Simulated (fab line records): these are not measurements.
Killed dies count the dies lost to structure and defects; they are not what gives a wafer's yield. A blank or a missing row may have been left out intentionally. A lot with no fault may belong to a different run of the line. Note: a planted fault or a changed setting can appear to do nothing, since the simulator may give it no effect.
What tool caused it?    flow n5Finfet    at 1 step of a route of 1938, 12 lots with 36 wafers sampled

WHAT THE GAUGES READ, wafer by wafer
N5_START_INSPECT_01: inspects for defects (unpatterned scan).
lot   measured     on                rawDefectCount
L075  day 1 18:02  defectInspect-01  4 4 5
L077  day 2 06:02  defectInspect-01  5 8 10
L079  day 2 18:02  defectInspect-02  4 8 4
L081  day 3 06:02  defectInspect-02  6 4 9
L083  day 3 18:02  defectInspect-02  6 5 1
L085  day 4 06:02  defectInspect-01  4 5 7
L087  day 4 18:02  defectInspect-02  5 7 4
L089  day 5 06:02  defectInspect-02  4 9 9
L091  day 5 18:02  defectInspect-02  5 3 5
L093  day 6 06:02  defectInspect-02  0 5 4
L095  day 6 18:02  defectInspect-02  4 5 2
L097  day 7 06:02  defectInspect-01  7 5 6

TOOL THAT RAN EACH LOT (tool first, then ch and the chambers of the sampled wafers, then the start)
No process step before these readings appears in the record.

THE ANSWER, worked out from the rows above alone
Rule: the usual values come from the lots themselves. The widest of any qualifying gaps counts: lots, ordered by their means at a reading, are off when they make up no more than a third of the lots, leave a main group of 4 or more, and stand apart from it by 3 or more times the standard deviation of that group's means. Not used: any main group whose means are identical at the precision the tables above print for the reading. A lot without any number at a reading at which 4 lots or more have one is off too. All remaining lots with rows at the step are treated as sound.
No lot is off on any of the readings shown, so nothing can be concluded from this.

WHAT THE SIMULATOR HAD INSERTED
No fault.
